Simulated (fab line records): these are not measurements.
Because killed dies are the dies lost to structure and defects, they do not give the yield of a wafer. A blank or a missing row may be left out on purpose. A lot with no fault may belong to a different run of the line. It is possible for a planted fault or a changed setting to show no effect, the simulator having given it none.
A lot that was struck, set against a sound lot :: flow n5Finfet :: 40 out of 1938 route steps
Sound: the wafers L786.1, L786.3, L786.4. Struck: wafers L797.4, L797.6. (L797.1 of the same lot was not struck and is left out.) The cause comes at the end.
Each step with rows lists, per side, the tool, then ch with its chambers, then its first start. Under that, the readings that differ: sound wafers :: struck wafers :: difference of the means :: sigmas: that difference in standard deviations of wafers without a fault.
alike: readings with means less than 2 such deviations apart, plus words and numbers identical on both sides. not compared: withheld readings, readings lacking a value on some wafer, bounds such as >300 that could conceal the same value, and numbers that have no deviation in the record and whose values overlap.
The two part at a step that has a row with sigmas, a row that says differs or no value, or rows on one side only. Non-overlapping numbers with no deviation appear without sigmas and do not part them. A reading that every wafer of one side lacks parts them only if that side has two wafers or more.

first, 8 steps without rows for these wafers: N5_BEOL_M0_ANNEAL_119 (time 90 s); N5_BEOL_M0_CMP_120 (polishes, stops on SiOC, t overpolish 6.9 s); N5_BEOL_M0_PRE_CLEAN_131 (time 15 s); N5_BEOL_M0_CO_CAP_123 (material Co, precursor CCTBA/H2, target thk 2 nm, time 102.1 s); N5_BEOL_M0_PRE_CLEAN_124 (time 15 s); N5_BEOL_M0_DEP_125 (deposits SiCN from 3MS/NH3, target thk 8 nm, time 14 s); N5_BEOL_M1_ILD_DEP_00 (deposits SiOC from DEMS/O2, target thk 79 nm, time 15.3 s); N5_BEOL_M1_PECVD_72 (deposits SiO2 from TEOS/O2, target thk 16 nm, time 18 s).
N5_BEOL_M1_HM_DEP_02: deposits TiN, target thk 20 nm.
  sound on pvdSputter-02, day 6 21:52; struck on pvdSputter-02, day 9 13:47
reading: model.TiN_of_BEOL_M1_HM_DEP_02.thkNm (nm)
sound: 20 20.2 20.6
struck: 36.8 36.4
difference: +16.3
sigmas: 
  alike: throttleValvePct
then, 16 steps without rows for these wafers: N5_BEOL_M1_COAT_61 (time 60 s, resist thk 60 nm); N5_BEOL_M1_COAT_62 (time 60 s, resist thk 12 nm); N5_BEOL_M1_COAT_73 (time 60 s, resist thk 5 nm); N5_BEOL_M1_COAT_05 (resist thk 30 nm); N5_BEOL_M1_EBR_07; N5_BEOL_M1_SOFTBAKE_06 (time 60 s); N5_BEOL_M1_EXPOSE_08 (exposes mask M1); N5_BEOL_M1_PEB_09 (peb time 60 s); N5_BEOL_M1_DEVELOP_10 (develop time 30 s); N5_BEOL_M1_DESCUM_16 (chemistry O2, time 7 s); N5_BEOL_M1_ETCH_74 (etches underlayer in N2/H2, target depth 6.5 nm, time 5.2 s); N5_BEOL_M1_ETCH_63 (etches SiARC in CF4, target depth 15.6 nm, time 26 s); N5_BEOL_M1_ETCH_64 (etches SOC in N2/H2, target depth 75 nm, overetch 15 nm, time 112.5 s); N5_BEOL_M1_STRIP_65 (strips in N2/H2); N5_BEOL_M1_STRIP_75 (strips in N2/H2); N5_BEOL_M1_STRIP_66 (strips in CF4).
N5_BEOL_M1_HM_OPEN_17: chemistry Cl2/BCl3, target TiN, target depth 20 nm, overetch 6 nm.
  sound on rieMetal-02 ch 0,1, day 6 22:38; struck on rieMetal-01 ch 0,1, day 9 14:41
reading: model.etch.depthNm (nm)
sound: 19.98 20.14 20.61
struck: 26.02 25.24
difference: +5.39
sigmas: 
  alike: bcl3FlowSccm, drypumpMotorCurrentA, oesProductAu, throttleValvePct
  not compared: rfHoursCounterH
then, 8 steps without rows for these wafers: N5_BEOL_M1_STRIP_19 (strips in O2); N5_BEOL_M1_COAT_67 (time 60 s, resist thk 60 nm); N5_BEOL_M1_COAT_68 (time 60 s, resist thk 12 nm); N5_BEOL_M1_COAT_76 (time 60 s, resist thk 5 nm); N5_BEOL_M1_COAT_22 (resist thk 30 nm); N5_BEOL_M1_EBR_24; N5_BEOL_M1_SOFTBAKE_23 (time 60 s); N5_BEOL_M1_EXPOSE_25 (exposes mask V0, defocus 5 nm, target cd 24 nm).
N5_BEOL_M1_ETCHBACK_99: etches SiO2 in CHF3, target depth 5 nm, time 10.4 s.
  sound on rieDiel-05 ch 0,1,3, day 7 01:16; struck on rieDiel-02 ch 0,2, day 9 15:49
reading: oesProductAu (a.u.)
sound: 0.80 0.78 0.72
struck: 0.32 0.37
difference: -0.42
sigmas: -4
  alike: CHF3_flow_sccm, drypumpMotorCurrentA, rfVppV, showerheadPlenumPTorr, throttleValvePct
  not compared: rfHoursCounterH
N5_BEOL_M1_TRENCH_ETCH_37: etches SiOC in C4F6/O2, target depth 55.207 nm, time 29 s.
  sound: rieDiel-05 ch 0,1,3; struck: rieDiel-02 ch 0,2
reading: model.TiN_of_BEOL_M1_HM_DEP_02.thkNm (nm)
sound: 17.6 17.8 18.2
struck: 34.6 34
difference: +16.4
sigmas: 
  alike: C4F6_flow_sccm, drypumpMotorCurrentA, oesProductAu, rfVppV, showerheadPlenumPTorr, throttleValvePct
  not compared: rfHoursCounterH
N5_BEOL_M1_OCD_MEAS_38:
  sound on ocd-02, day 7 01:39; struck on ocd-02, day 9 16:13
reading: trenchDepthNm (nm)
sound: 54.2 55.8 55.7
struck: - -
difference: no value on the struck wafers
sigmas: 
N5_BEOL_M1_CD_MEAS_35: target cd 18 nm, target cd y 21 nm.
  sound on cdSem-03, day 7 01:49; struck on cdSem-02, day 9 16:22
reading: cdNm (nm)
sound: 17.9 17.8 17.9
struck: - -
difference: no value on the struck wafers
sigmas: 
N5_BEOL_M4_RC_MEAS_101:
  the record has rows for the sound wafers here (prober-02 ch 0, day 8 11:24) and none for the struck ones
-- here the record skips 6 days between the struck wafers' starts before and after, leaving off in module BEOL_M4 and picking up in module PASSIVATION (first step shown: number 1936 of the route) --
N5_PASSIVATION_PROBE_49:
  rows exist in the record for the struck wafers here (prober-02, day 15 11:27), but not for the sound ones

WHERE THEY PART
Last at N5_PASSIVATION_PROBE_49 as far as this record goes, first at N5_BEOL_M1_ETCHBACK_99.

WHY: what had been put in by the simulator
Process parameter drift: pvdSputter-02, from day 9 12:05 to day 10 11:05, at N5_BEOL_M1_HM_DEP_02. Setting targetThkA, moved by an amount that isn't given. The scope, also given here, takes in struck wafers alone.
